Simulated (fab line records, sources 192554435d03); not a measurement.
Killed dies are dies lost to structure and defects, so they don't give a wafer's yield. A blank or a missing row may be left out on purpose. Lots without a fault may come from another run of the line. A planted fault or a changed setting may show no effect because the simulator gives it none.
fab line records | flow n5_finfet
record lots=5 wafers=15 last_day=19
route steps=1938 shown BEOL_M2@903 BEOL_M3@931
lots that met no fault: from a run of the same line without faults
start_h: hours from the record's first day to the start of the lot's first wafer shown | wait_h: hours since the lot's step before | " the same as in the row above | L1.1+2: a row that stands for several wafers | - no value, or no start given | * or withheld: withheld | < > ~ a bound
route shown NAME@n: a module of which the file shows steps, and the number in the route of the first | usual: mean/standard deviation of fault-free wafers | same: alike in all rows | chamber/n: place in a boat | sites: the reading at each site | _std_site: their standard deviation | _edge_site: outer sites' mean less inner sites' | radius_mm: how far each site lies from the wafer's centre | mask NAME#n: copy n | behind: the tool/chamber that last shaped the wafer | hold: why the lot was held/for how many hours/how that ended | device: the transistor (n, p or np) that didn't switch | end of line: the same wafers' tests at the end of the route | a step without rows: its recipe alone | killed: dies lost to structure and defects at the first sort, not the wafer's yield | map: a wafer's dies, x killed, . not, _ none there
set.NAME: the setting as run; set.NAME@STEP: as run at that earlier step | model.NAME: the simulator's own value behind a step, which no gauge read
lots at some steps of the route; a table a step, a row a wafer
services: from which hour (start_h, from the record's first day; less than 0 if before it) a tool's chamber was out of use, for how many hours, and why
## steps
# step N5_BEOL_M2_CVD_47
# recipe material=Co target_thk_a=30 temp_c=withheld precursor=CCTBA/H2 pressure_torr=30 time_s=223.8
# usual chamber_pressure_Torr=30.00/0.066
# columns lot.wafer tool chamber start_h wait_h chamber_pressure_Torr
L075.2 cvd_co-01 0 179.90 0.1 29.98
L075.4 " 2 " " 29.96
L075.5 " 0 " " 30.07
L082.1 cvd_co-02 2 224.29 0.0 29.98
L082.3 " 0 " " 30.05
L082.4 " 2 " " 29.98
L088.1 cvd_co-01 0 246.40 0.0 30.05
L088.2 " 1 " " 29.88
L088.4 " 1 " " 29.92
L090.1 cvd_co-02 2 277.47 0.2 29.98
L090.3 " 1 " " 30.00
L090.6 " 2 " " 29.98
L094.1 cvd_co-01 0 312.14 0.1 29.93
L094.5 " 1 " " 29.99
L094.6 " 0 " " 29.98
# step N5_BEOL_M2_SPUTTER_48
# recipe material=Cu target_thk_a=45 temp_c=-20 chamber_pressure_pa=0.07 power_w=withheld time_s=8.29
# usual chamber_pressure_pa=0.06998/0.00013 throttle_valve_pct=30.4/0.61
# columns lot.wafer tool chamber start_h wait_h chamber_pressure_pa throttle_valve_pct
L075.2 pvd_sputter-03 - 180.06 0.1 0.07006 31.9
L075.4 " - " " 0.06996 30.3
L075.5 " - " " 0.06986 31.9
L082.1 pvd_sputter-03 - 224.54 0.2 0.06985 29.6
L082.3 " - " " 0.07 32.0
L082.4 " - " " 0.07004 30.8
L088.1 pvd_sputter-02 - 246.62 0.2 0.07006 29.6
L088.2 " - " " 0.06992 30.1
L088.4 " - " " 0.07007 30.1
L090.1 pvd_sputter-02 - 277.74 0.2 0.07012 30.0
L090.3 " - " " 0.06991 29.6
L090.6 " - " " 0.06997 30.8
L094.1 pvd_sputter-01 - 312.38 0.2 0.0701 29.9
L094.5 " - " " 0.0699 29.9
L094.6 " - " " 0.07016 30.8
# step N5_BEOL_M2_ANNEAL_49
# recipe temp_c=400 time_s=240 ambient=vacuum
# usual heater_power_w=831/83
# columns lot.wafer tool chamber start_h wait_h heater_power_w
L075.2 pvd_sputter-03 - 180.14 0.0 748
L075.4 " - " " 802
L075.5 " - " " 748
L082.1 pvd_sputter-03 - 224.62 0.0 786
L082.3 " - " " 764
L082.4 " - " " 742
L088.1 pvd_sputter-02 - 246.70 0.0 965
L088.2 " - " " 785
L088.4 " - " " 996
L090.1 pvd_sputter-02 - 277.82 0.0 797
L090.3 " - " " 954
L090.6 " - " " 784
L094.1 pvd_sputter-01 - 312.46 0.0 796
L094.5 " - " " 807
L094.6 " - " " 789
# step N5_BEOL_M2_SPUTTER_79
# recipe material=Cu target_thk_a=45 temp_c=-20 chamber_pressure_pa=0.07 power_w=withheld time_s=8.29
# usual chamber_pressure_pa=0.07/0.00016 throttle_valve_pct=30.4/0.61
# columns lot.wafer tool chamber start_h wait_h chamber_pressure_pa throttle_valve_pct
L075.2 pvd_sputter-03 - 180.28 0.1 0.07007 31.8
L075.4 " - " " 0.06998 30.1
L075.5 " - " " 0.07018 32.1
L082.1 pvd_sputter-03 - 224.76 0.1 0.06984 29.3
L082.3 " - " " 0.06972 31.8
L082.4 " - " " 0.06976 30.8
L088.1 pvd_sputter-02 - 246.84 0.1 0.07012 29.6
L088.2 " - " " 0.06993 30.1
L088.4 " - " " 0.06986 30.4
L090.1 pvd_sputter-02 - 277.96 0.1 0.07006 30.1
L090.3 " - " " 0.06998 29.7
L090.6 " - " " 0.07005 31.0
L094.1 pvd_sputter-01 - 312.60 0.1 0.07009 29.9
L094.5 " - " " 0.07002 29.8
L094.6 " - " " 0.07022 30.9
# step N5_BEOL_M2_ANNEAL_80
# recipe temp_c=400 time_s=240 ambient=vacuum
# usual heater_power_w=831/83
# columns lot.wafer tool chamber start_h wait_h heater_power_w
L075.2 pvd_sputter-03 - 180.36 0.0 728
L075.4 " - " " 809
L075.5 " - " " 743
L082.1 pvd_sputter-03 - 224.84 0.0 811
L082.3 " - " " 746
L082.4 " - " " 741
L088.1 pvd_sputter-02 - 246.92 0.0 949
L088.2 " - " " 800
L088.4 " - " " 1051
L090.1 pvd_sputter-02 - 278.04 0.0 791
L090.3 " - " " 958
L090.6 " - " " 798
L094.1 pvd_sputter-01 - 312.68 0.0 807
L094.5 " - " " 803
L094.6 " - " " 789
# step N5_BEOL_M2_SPUTTER_81
# recipe material=Cu target_thk_a=45 temp_c=-20 chamber_pressure_pa=0.07 power_w=withheld time_s=8.29
# usual chamber_pressure_pa=0.06999/0.00013 throttle_valve_pct=30.4/0.6
# columns lot.wafer tool chamber start_h wait_h chamber_pressure_pa throttle_valve_pct
L075.2 pvd_sputter-03 - 180.50 0.1 0.07024 31.9
L075.4 " - " " 0.07007 30.4
L075.5 " - " " 0.07013 31.7
L082.1 pvd_sputter-03 - 224.98 0.1 0.07009 29.3
L082.3 " - " " 0.06983 31.9
L082.4 " - " " 0.07011 30.4
L088.1 pvd_sputter-02 - 247.06 0.1 0.06993 29.4
L088.2 " - " " 0.06991 30.1
L088.4 " - " " 0.06964 30.4
L090.1 pvd_sputter-02 - 278.18 0.1 0.07017 30.0
L090.3 " - " " 0.07008 29.4
L090.6 " - " " 0.06999 30.8
L094.1 pvd_sputter-01 - 312.82 0.1 0.06983 30.0
L094.5 " - " " 0.06991 30.1
L094.6 " - " " 0.0698 30.9
# step N5_BEOL_M2_ANNEAL_82
# recipe temp_c=400 time_s=240 ambient=vacuum
# usual heater_power_w=831/84
# columns lot.wafer tool chamber start_h wait_h heater_power_w
L075.2 pvd_sputter-03 - 180.58 0.0 734
L075.4 " - " " 826
L075.5 " - " " 747
L082.1 pvd_sputter-03 - 225.06 0.0 794
L082.3 " - " " 747
L082.4 " - " " 717
L088.1 pvd_sputter-02 - 247.14 0.0 974
L088.2 " - " " 785
L088.4 " - " " 1020
L090.1 pvd_sputter-02 - 278.26 0.0 779
L090.3 " - " " 966
L090.6 " - " " 776
L094.1 pvd_sputter-01 - 312.90 0.0 775
L094.5 " - " " 790
L094.6 " - " " 808
# step N5_BEOL_M2_SPUTTER_86
# recipe material=Cu target_thk_a=45 temp_c=-20 chamber_pressure_pa=0.07 power_w=withheld time_s=8.29
# usual chamber_pressure_pa=0.06999/0.00014 throttle_valve_pct=30.4/0.59
# columns lot.wafer tool chamber start_h wait_h chamber_pressure_pa throttle_valve_pct
L075.2 pvd_sputter-03 - 180.72 0.1 0.06994 32.1
L075.4 " - " " 0.06979 30.2
L075.5 " - " " 0.06974 32.2
L082.1 pvd_sputter-03 - 225.20 0.1 0.07004 29.0
L082.3 " - " " 0.07003 31.7
L082.4 " - " " 0.06981 30.6
L088.1 pvd_sputter-02 - 247.28 0.1 0.07004 29.5
L088.2 " - " " 0.06991 30.2
L088.4 " - " " 0.06996 30.2
L090.1 pvd_sputter-02 - 278.40 0.1 0.06985 30.2
L090.3 " - " " 0.07002 29.7
L090.6 " - " " 0.06972 30.8
L094.1 pvd_sputter-01 - 313.04 0.1 0.07021 29.7
L094.5 " - " " 0.0703 29.8
L094.6 " - " " 0.0699 30.6
# step N5_BEOL_M2_ANNEAL_87
# recipe temp_c=400 time_s=240 ambient=vacuum
# usual heater_power_w=830/81
# columns lot.wafer tool chamber start_h wait_h heater_power_w
L075.2 pvd_sputter-03 - 180.80 0.0 729
L075.4 " - " " 807
L075.5 " - " " 740
L082.1 pvd_sputter-03 - 225.28 0.0 782
L082.3 " - " " 747
L082.4 " - " " 743
L088.1 pvd_sputter-02 - 247.36 0.0 969
L088.2 " - " " 803
L088.4 " - " " 1002
L090.1 pvd_sputter-02 - 278.48 0.0 796
L090.3 " - " " 972
L090.6 " - " " 779
L094.1 pvd_sputter-01 - 313.12 0.0 810
L094.5 " - " " 804
L094.6 " - " " 817
# step N5_BEOL_M2_SPUTTER_88
# recipe material=Cu target_thk_a=45 temp_c=-20 chamber_pressure_pa=0.07 power_w=withheld time_s=8.29
# usual chamber_pressure_pa=0.07/0.00014 throttle_valve_pct=30.4/0.6
# columns lot.wafer tool chamber start_h wait_h chamber_pressure_pa throttle_valve_pct
L075.2 pvd_sputter-03 - 180.94 0.1 0.06998 31.7
L075.4 " - " " 0.06995 30.2
L075.5 " - " " 0.07003 32.0
L082.1 pvd_sputter-03 - 225.42 0.1 0.06996 29.0
L082.3 " - " " 0.07009 31.9
L082.4 " - " " 0.07018 30.5
L088.1 pvd_sputter-02 - 247.50 0.1 0.07005 29.8
L088.2 " - " " 0.06994 30.0
L088.4 " - " " 0.07015 30.2
L090.1 pvd_sputter-02 - 278.62 0.1 0.06979 29.8
L090.3 " - " " 0.07014 29.6
L090.6 " - " " 0.07008 31.3
L094.1 pvd_sputter-01 - 313.26 0.1 0.07005 30.1
L094.5 " - " " 0.06994 29.7
L094.6 " - " " 0.06986 31.1
# step N5_BEOL_M2_ANNEAL_89
# recipe temp_c=400 time_s=240 ambient=vacuum
# usual heater_power_w=831/83
# columns lot.wafer tool chamber start_h wait_h heater_power_w
L075.2 pvd_sputter-03 - 181.02 0.0 753
L075.4 " - " " 804
L075.5 " - " " 731
L082.1 pvd_sputter-03 - 225.50 0.0 817
L082.3 " - " " 743
L082.4 " - " " 748
L088.1 pvd_sputter-02 - 247.58 0.0 956
L088.2 " - " " 791
L088.4 " - " " 1008
L090.1 pvd_sputter-02 - 278.70 0.0 778
L090.3 " - " " 956
L090.6 " - " " 784
L094.1 pvd_sputter-01 - 313.34 0.0 791
L094.5 " - " " 774
L094.6 " - " " 794
# step N5_BEOL_M2_SPUTTER_90
# recipe material=Cu target_thk_a=45 temp_c=-20 chamber_pressure_pa=0.07 power_w=withheld time_s=8.29
# usual chamber_pressure_pa=0.07002/0.00014 throttle_valve_pct=30.4/0.61
# columns lot.wafer tool chamber start_h wait_h chamber_pressure_pa throttle_valve_pct
L075.2 pvd_sputter-03 - 181.16 0.1 0.06989 31.6
L075.4 " - " " 0.07016 30.3
L075.5 " - " " 0.06987 31.9
L082.1 pvd_sputter-03 - 225.64 0.1 0.06997 29.2
L082.3 " - " " 0.06974 31.7
L082.4 " - " " 0.07013 30.8
L088.1 pvd_sputter-02 - 247.72 0.1 0.06993 29.6
L088.2 " - " " 0.0701 30.1
L088.4 " - " " 0.07006 30.3
L090.1 pvd_sputter-02 - 278.84 0.1 0.07004 29.9
L090.3 " - " " 0.06995 29.4
L090.6 " - " " 0.07008 30.5
L094.1 pvd_sputter-01 - 313.48 0.1 0.06998 30.1
L094.5 " - " " 0.07005 30.1
L094.6 " - " " 0.07008 30.9
# step N5_BEOL_M2_ANNEAL_91
# recipe temp_c=400 time_s=240 ambient=vacuum
# usual heater_power_w=833/84
# columns lot.wafer tool chamber start_h wait_h heater_power_w
L075.2 pvd_sputter-03 - 181.24 0.0 749
L075.4 " - " " 810
L075.5 " - " " 745
L082.1 pvd_sputter-03 - 225.72 0.0 814
L082.3 " - " " 742
L082.4 " - " " 725
L088.1 pvd_sputter-02 - 247.80 0.0 959
L088.2 " - " " 801
L088.4 " - " " 1014
L090.1 pvd_sputter-02 - 278.92 0.0 793
L090.3 " - " " 977
L090.6 " - " " 773
L094.1 pvd_sputter-01 - 313.56 0.0 802
L094.5 " - " " 782
L094.6 " - " " 793
# step N5_BEOL_M2_SPUTTER_92
# recipe material=Cu target_thk_a=45 temp_c=-20 chamber_pressure_pa=0.07 power_w=withheld time_s=8.29
# usual chamber_pressure_pa=0.07002/0.00013 throttle_valve_pct=30.4/0.6
# columns lot.wafer tool chamber start_h wait_h chamber_pressure_pa throttle_valve_pct
L075.2 pvd_sputter-03 - 181.38 0.1 0.07011 31.6
L075.4 " - " " 0.07008 30.1
L075.5 " - " " 0.07001 32.0
L082.1 pvd_sputter-03 - 225.86 0.1 0.07023 29.4
L082.3 " - " " 0.07014 31.9
L082.4 " - " " 0.0698 30.5
L088.1 pvd_sputter-02 - 247.94 0.1 0.07015 29.7
L088.2 " - " " 0.07019 30.2
L088.4 " - " " 0.07014 30.4
L090.1 pvd_sputter-02 - 279.06 0.1 0.06991 30.0
L090.3 " - " " 0.06999 29.9
L090.6 " - " " 0.06992 30.5
L094.1 pvd_sputter-01 - 313.70 0.1 0.07019 29.8
L094.5 " - " " 0.07004 29.8
L094.6 " - " " 0.07001 31.0
# step N5_BEOL_M2_ANNEAL_93
# recipe temp_c=400 time_s=240 ambient=vacuum
# usual heater_power_w=834/84
# columns lot.wafer tool chamber start_h wait_h heater_power_w
L075.2 pvd_sputter-03 - 181.46 0.0 747
L075.4 " - " " 819
L075.5 " - " " 759
L082.1 pvd_sputter-03 - 225.94 0.0 788
L082.3 " - " " 756
L082.4 " - " " 740
L088.1 pvd_sputter-02 - 248.02 0.0 974
L088.2 " - " " 797
L088.4 " - " " 1011
L090.1 pvd_sputter-02 - 279.14 0.0 797
L090.3 " - " " 954
L090.6 " - " " 762
L094.1 pvd_sputter-01 - 313.78 0.0 792
L094.5 " - " " 807
L094.6 " - " " 784
# step N5_BEOL_M2_SPUTTER_94
# recipe material=Cu target_thk_a=45 temp_c=-20 chamber_pressure_pa=0.07 power_w=withheld time_s=8.29
# usual chamber_pressure_pa=0.06999/0.00014 throttle_valve_pct=30.4/0.6
# columns lot.wafer tool chamber start_h wait_h chamber_pressure_pa throttle_valve_pct
L075.2 pvd_sputter-03 - 181.60 0.1 0.07022 32.1
L075.4 " - " " 0.06964 29.9
L075.5 " - " " 0.06994 32.1
L082.1 pvd_sputter-03 - 226.08 0.1 0.07012 29.2
L082.3 " - " " 0.07012 32.0
L082.4 " - " " 0.07004 30.5
L088.1 pvd_sputter-02 - 248.16 0.1 0.07007 29.8
L088.2 " - " " 0.07016 30.0
L088.4 " - " " 0.07008 30.5
L090.1 pvd_sputter-02 - 279.28 0.1 0.07008 30.1
L090.3 " - " " 0.06985 29.9
L090.6 " - " " 0.06977 30.8
L094.1 pvd_sputter-01 - 313.92 0.1 0.06977 29.9
L094.5 " - " " 0.06989 29.7
L094.6 " - " " 0.07015 31.0
# step N5_BEOL_M2_ANNEAL_95
# recipe temp_c=400 time_s=240 ambient=vacuum
# usual heater_power_w=835/84
# columns lot.wafer tool chamber start_h wait_h heater_power_w
L075.2 pvd_sputter-03 - 181.68 0.0 751
L075.4 " - " " 830
L075.5 " - " " 768
L082.1 pvd_sputter-03 - 226.16 0.0 805
L082.3 " - " " 738
L082.4 " - " " 722
L088.1 pvd_sputter-02 - 248.24 0.0 977
L088.2 " - " " 785
L088.4 " - " " 1040
L090.1 pvd_sputter-02 - 279.36 0.0 807
L090.3 " - " " 975
L090.6 " - " " 780
L094.1 pvd_sputter-01 - 314.00 0.0 806
L094.5 " - " " 793
L094.6 " - " " 805
# step N5_BEOL_M2_SPUTTER_96
# recipe material=Cu target_thk_a=45 temp_c=-20 chamber_pressure_pa=0.07 power_w=withheld time_s=8.29
# usual chamber_pressure_pa=0.06999/0.00015 throttle_valve_pct=30.4/0.61
# columns lot.wafer tool chamber start_h wait_h chamber_pressure_pa throttle_valve_pct
L075.2 pvd_sputter-03 - 181.82 0.1 0.06992 31.6
L075.4 " - " " 0.07003 30.1
L075.5 " - " " 0.07022 31.8
L082.1 pvd_sputter-03 - 226.30 0.1 0.06966 29.1
L082.3 " - " " 0.06973 32.1
L082.4 " - " " 0.07026 30.8
L088.1 pvd_sputter-02 - 248.38 0.1 0.07008 29.6
L088.2 " - " " 0.07012 30.0
L088.4 " - " " 0.07009 30.2
L090.1 pvd_sputter-02 - 279.50 0.1 0.06999 30.2
L090.3 " - " " 0.07012 29.8
L090.6 " - " " 0.07002 30.9
L094.1 pvd_sputter-01 - 314.14 0.1 0.06999 29.9
L094.5 " - " " 0.0698 29.9
L094.6 " - " " 0.06987 30.8
# step N5_BEOL_M2_ECD_50
# recipe material=Cu target_thk_a=3000
# columns lot.wafer tool chamber start_h wait_h
L075.2+4+5 ecd_cu-01 1 181.94 0.1
L082.1+3+4 ecd_cu-01 0,0,1 226.41 0.1
L088.1+2+4 ecd_cu-02 1,0,1 248.50 0.1
L090.1+3+6 ecd_cu-02 1,1,0 279.62 0.1
L094.1+5+6 ecd_cu-02 0,1,0 314.30 0.1
# step N5_BEOL_M2_ANNEAL_51
# recipe temp_c=225 time_s=90 ambient=N2
# usual wafer_temp_C_max=225.88/0.26
# columns lot.wafer tool chamber start_h wait_h wafer_temp_C_max
L075.2 rtp_anneal-02 0 182.06 0.1 226.07
L075.4 " 0 " " 225.99
L075.5 " 0 " " 226.05
L082.1 rtp_anneal-02 0 226.49 0.1 225.58
L082.3 " 0 " " 225.76
L082.4 " 0 " " 225.94
L088.1 rtp_anneal-02 0 248.58 0.1 225.96
L088.2 " 0 " " 225.78
L088.4 " 0 " " 225.90
L090.1 rtp_anneal-01 0 279.76 0.1 226.17
L090.3 " 0 " " 226.14
L090.6 " 0 " " 226.08
L094.1 rtp_anneal-02 0 314.38 0.1 225.78
L094.5 " 0 " " 225.84
L094.6 " 0 " " 225.69
# step N5_BEOL_M2_CMP_52
# recipe stop_on=SiOC t_overpolish_s=6.8 down_force_psi=1 platen_rpm=50 clearing_platen_down_force_psi=1.5 clearing_platen_rpm=50 post_cmp_clean=cu_alkaline target_thk_nm=40 clearing_platen_pad_velocity_m_s=0.99484 pad_velocity_m_s=0.99484
# usual barrier_field_endpoint_s=24.9/0.91 head_pressure_psi=1.0002/0.0024 motor_current_A=6.1/0.59 overpolish_run_s=6.801/0.0091 time_to_endpoint_s=64/3.9
# columns lot.wafer tool chamber start_h wait_h barrier_field_endpoint_s head_pressure_psi motor_current_A overpolish_run_s time_to_endpoint_s
L075.4 cmp-02 3 182.35 0.2 24.5 0.9963 6.3 6.802 61
L075.2 " 0 " " 25.5 1.0025 6.3 6.782 68
L075.5 " 3 " " 24.8 0.9983 6.5 6.792 62
L082.1 cmp-01 2 226.79 0.3 24.4 1.0019 5.3 6.805 65
L082.3 " 0 " " 24.9 0.9991 6.0 6.805 62
L082.4 " 1 " " 24.0 1.0018 6.5 6.805 58
L088.1 cmp-01 3 248.91 0.3 24.1 0.9992 7.1 6.805 65
L088.2 " 0 " " 24.1 0.9951 6.0 6.789 63
L088.4 " 1 " " 22.8 1.0025 6.6 6.795 59
L090.3 cmp-01 2 280.32 0.4 25.1 1.0022 5.3 6.798 62
L090.1 " 3 " " 24.7 1.0015 7.0 6.799 64
L090.6 " 2 " " 25.6 1.0016 5.3 6.797 64
L094.1 cmp-01 1 314.68 0.3 24.5 1.0000 6.4 6.807 57
L094.6 " 1 " " 24.5 1.0020 6.8 6.793 60
L094.5 " 2 " " 24.4 1.0032 5.4 6.799 60
# step N5_BEOL_M2_THK_MEAS_53
# recipe thk_meas_gauge=xrf reads=Cu_of_BEOL_M2_ECD_50
# usual M2_THK=40.7/1.7
# columns lot.wafer tool chamber start_h wait_h M2_THK[nm]
L075.2 film_metro-01 - 182.61 - 39.8
L075.4 " - " " 38.5
L075.5 " - " " 41.2
L082.1 film_metro-02 - 227.08 - 42.1
L082.3 " - " " 39.2
L082.4 " - " " 37.9
L088.1 film_metro-02 - 249.17 - 38.9
L088.2 " - " " 40.6
L088.4 " - " " 37.1
L090.1 film_metro-02 - 280.57 - 40.2
L090.3 " - " " 41.6
L090.6 " - " " 40.0
L094.1 film_metro-02 - 314.97 - 40.2
L094.5 " - " " 41.4
L094.6 " - " " 39.2
# step N5_BEOL_M2_PRE_CLEAN_60
# recipe gas=NH3/H2 time_s=15 temp_c=* rf_power_w=300
# usual heater_power_w=98/23 rf_fwd_power_W=296.8/1.1
# columns lot.wafer tool chamber start_h wait_h heater_power_w rf_fwd_power_W
L075.2 cvd_co-01 0 182.65 0.0 64 297.0
L075.4 " 1 " " 98 298.0
L075.5 " 1 " " 98 297.2
L082.1 cvd_co-02 0 227.12 0.0 89 298.4
L082.3 " 2 " " 113 297.5
L082.4 " 0 " " 89 299.1
L088.1 cvd_co-01 0 249.21 0.0 63 296.9
L088.2 " 1 " " 99 296.3
L088.4 " 2 " " 86 294.8
L090.1 cvd_co-02 2 280.61 0.0 116 297.1
L090.3 " 1 " " 131 294.9
L090.6 " 1 " " 133 294.9
L094.1 cvd_co-02 1 315.01 0.0 134 294.9
L094.5 " 0 " " 90 295.9
L094.6 " 1 " " 135 296.0
# step N5_BEOL_M2_CO_CAP_55
# recipe material=Co target_thk_a=20 temp_c=200 precursor=CCTBA/H2 pressure_torr=30 time_s=102.1
# usual chamber_pressure_Torr=30.00/0.063 heater_power_w=252/28
# columns lot.wafer tool chamber start_h wait_h chamber_pressure_Torr heater_power_w
L075.2 cvd_co-01 0 182.71 0.0 30.06 207
L075.4 " 1 " " 30.06 254
L075.5 " 1 " " 29.97 251
L082.1 cvd_co-02 0 227.16 0.0 30.00 243
L082.3 " 2 " " 30.03 263
L082.4 " 0 " " 30.05 238
L088.1 cvd_co-01 0 249.25 0.0 29.96 210
L088.2 " 1 " " 29.96 252
L088.4 " 2 " " 29.99 233
L090.1 cvd_co-02 2 280.67 0.0 29.94 281
L090.3 " 1 " " 29.94 289
L090.6 " 1 " " 29.97 293
L094.1 cvd_co-02 1 315.05 0.0 30.01 299
L094.5 " 0 " " 30.04 235
L094.6 " 1 " " 30.00 296
# step N5_BEOL_M2_PRE_CLEAN_56
# recipe gas=NH3 time_s=15 temp_c=withheld rf_power_w=300
# usual rf_fwd_power_W=294.8/1.5
# columns lot.wafer tool chamber start_h wait_h rf_fwd_power_W
L075.2 pecvd-02 1 182.83 0.1 293.8
L075.4 " 2 " " 295.6
L075.5 " 0 " " 297.3
L082.1 pecvd-02 1 227.25 0.1 294.1
L082.3 " 0 " " 296.5
L082.4 " 2 " " 295.7
L088.1 pecvd-01 1 249.34 0.1 292.9
L088.2 " 2 " " 294.2
L088.4 " 1 " " 294.6
L090.1 pecvd-01 1 280.80 0.1 292.9
L090.3 " 1 " " 291.1
L090.6 " 2 " " 294.5
L094.1 pecvd-01 2 315.14 0.1 293.9
L094.5 " 1 " " 293.3
L094.6 " 0 " " 296.6
# step N5_BEOL_M2_DEP_57
# recipe material=SiCN target_thk_a=80 temp_c=withheld precursor=3MS/NH3 pressure_torr=3 rf_w=202 time_s=14
# usual chamber_pressure_Torr=3.000/0.0055 rf_fwd_power_W=199.3/0.98 showerhead_plenum_p_Torr=3.659/0.014 throttle_valve_pct=9.0/0.57
# columns lot.wafer tool chamber start_h wait_h chamber_pressure_Torr rf_fwd_power_W showerhead_plenum_p_Torr throttle_valve_pct
L075.2 pecvd-02 1 182.86 0.0 2.994 199.5 3.659 9.3
L075.4 " 2 " " 2.988 199.4 3.660 8.1
L075.5 " 0 " " 2.997 199.6 3.667 8.7
L082.1 pecvd-02 1 227.28 0.0 3.000 199.2 3.665 9.1
L082.3 " 0 " " 3.002 200.3 3.655 9.1
L082.4 " 2 " " 3.003 200.5 3.658 8.0
L088.1 pecvd-01 1 249.36 0.0 2.990 197.7 3.682 9.3
L088.2 " 2 " " 2.990 199.9 3.636 8.7
L088.4 " 1 " " 2.990 197.0 3.673 9.6
L090.1 pecvd-01 1 280.83 0.0 2.994 197.2 3.671 9.3
L090.3 " 1 " " 2.995 197.8 3.685 9.3
L090.6 " 2 " " 3.001 198.9 3.639 8.7
L094.1 pecvd-01 2 315.17 0.0 2.996 198.3 3.639 8.7
L094.5 " 1 " " 2.995 198.5 3.675 9.1
L094.6 " 0 " " 3.001 200.3 3.641 9.3
# step N5_BEOL_M2_RS_MEAS_58
# recipe thk_meas_gauge=four-point-probe reads=Co_of_BEOL_M2_CO_CAP_55+Cu_of_BEOL_M2_ECD_50+Co_of_BEOL_M2_CVD_47+TaN_of_BEOL_M2_ALD_84
# usual M2_RS=0.67/0.036
# columns lot.wafer tool chamber start_h wait_h M2_RS[ohm/sq]
L075.2 film_metro-01 - 182.93 0.1 0.70
L075.4 " - " " 0.73
L075.5 " - " " 0.67
L082.1 film_metro-01 - 227.34 0.0 0.64
L082.3 " - " " 0.70
L082.4 " - " " 0.73
L088.1 film_metro-01 - 249.43 0.0 0.71
L088.2 " - " " 0.68
L088.4 " - " " 0.76
L090.1 film_metro-02 - 280.92 0.1 0.68
L090.3 " - " " 0.65
L090.6 " - " " 0.68
L094.1 film_metro-02 - 315.24 0.0 0.69
L094.5 " - " " 0.66
L094.6 " - " " 0.71
# step N5_BEOL_M2_INSPECT_59
# recipe inspect_instrument=darkfield mode=post_dep
# usual raw_defect_count=66/20
# columns lot.wafer tool chamber start_h wait_h raw_defect_count
L075.2 defect_inspect-01 - 182.95 0.0 51
L075.4 " - " " 66
L075.5 " - " " 64
L082.1 defect_inspect-02 - 227.37 0.0 73
L082.3 " - " " 45
L082.4 " - " " 70
L088.1 defect_inspect-02 - 249.45 0.0 48
L088.2 " - " " 69
L088.4 " - " " 55
L090.1 defect_inspect-02 - 280.94 0.0 55
L090.3 " - " " 79
L090.6 " - " " 67
L094.1 defect_inspect-01 - 315.26 0.0 59
L094.5 " - " " 41
L094.6 " - " " 112
# step N5_BEOL_M3_ILD_DEP_00
# recipe material=SiOC target_thk_a=790 temp_c=350 precursor=DEMS/O2 pressure_torr=5 rf_w=500 time_s=15.3
# usual chamber_pressure_Torr=5.001/0.012 heater_power_w=509/51 rf_fwd_power_W=493.0/2.4 showerhead_plenum_p_Torr=5.690/0.014 throttle_valve_pct=12.0/0.76
# columns lot.wafer tool chamber start_h wait_h chamber_pressure_Torr heater_power_w rf_fwd_power_W showerhead_plenum_p_Torr throttle_valve_pct
L075.2 pecvd-01 1 182.99 0.0 4.982 532 490.2 5.708 12.2
L075.4 " 0 " " 4.986 505 492.6 5.674 12.4
L075.5 " 1 " " 4.999 526 488.5 5.710 11.9
L082.1 pecvd-04 1 227.41 0.0 4.998 474 496.2 5.695 13.3
L082.3 " 0 " " 4.999 589 493.9 5.677 11.6
L082.4 " 0 " " 5.004 609 494.5 5.672 11.4
L088.1 pecvd-03 2 249.49 0.0 5.006 559 493.3 5.683 10.6
L088.2 " 1 " " 4.993 434 496.9 5.696 12.5
L088.4 " 1 " " 5.023 424 495.0 5.691 12.5
L090.1 pecvd-03 1 280.98 0.0 5.001 444 496.0 5.704 12.6
L090.3 " 0 " " 5.003 549 487.9 5.685 11.7
L090.6 " 0 " " 5.007 540 489.3 5.713 11.9
L094.1 pecvd-03 1 315.30 0.0 5.004 458 491.9 5.703 12.9
L094.5 " 2 " " 5.022 551 494.5 5.674 10.7
L094.6 " 1 " " 4.985 461 494.2 5.700 12.6
# step N5_BEOL_M3_THK_MEAS_01
# recipe reads=SiOC_of_BEOL_M3_ILD_DEP_00
# usual M3_ILD_THK=78.5/1.3
# columns lot.wafer tool chamber start_h wait_h M3_ILD_THK[nm]
L075.2 film_metro-02 - 183.06 0.1 79.5
L075.4 " - " " 77.4
L075.5 " - " " 81.1
L082.1 film_metro-01 - 227.47 0.0 77.6
L082.3 " - " " 78.1
L082.4 " - " " 78.0
L088.1 film_metro-01 - 249.58 0.1 78.3
L088.2 " - " " 76.8
L088.4 " - " " 78.0
L090.1 film_metro-02 - 281.05 0.0 76.6
L090.3 " - " " 76.6
L090.6 " - " " 77.4
L094.1 film_metro-02 - 315.37 0.0 77.3
L094.5 " - " " 80.5
L094.6 " - " " 77.7
## services
# columns tool chamber start_h hours kind
ecd_cu-01 - 158.45 3.0 repair
cmp-02 - 160.85 4.0 pm
pecvd-01 2 169.92 2.1 scheduled_down
pvd_sputter-03 - 175.65 1.1 repair
cvd_co-01 2 182.14 16.5 repair
pvd_sputter-02 - 184.70 1.4 repair
cmp-01 - 204.95 3.9 pm
ecd_cu-02 - 205.50 0.2 repair
cmp-01 - 213.82 3.0 pm
ecd_cu-02 - 215.18 1.2 repair
rtp_anneal-02 - 219.09 5.3 pm
cmp-02 - 227.89 4.8 pm
cmp-01 - 228.36 0.2 repair
pecvd-03 2 238.13 4.2 repair
pecvd-04 - 242.72 14.6 pm
ecd_cu-01 - 250.33 4.0 repair
cmp-01 - 251.22 4.1 repair
pecvd-03 - 251.82 0.4 repair
ecd_cu-01 - 268.25 2.1 repair
cvd_co-02 0 276.78 11.1 repair
cmp-02 - 278.14 6.8 pm
pecvd-01 0 280.33 2.1 scheduled_down
cmp-01 - 286.09 2.0 repair
cvd_co-01 2 308.57 5.2 repair
## key
fault none
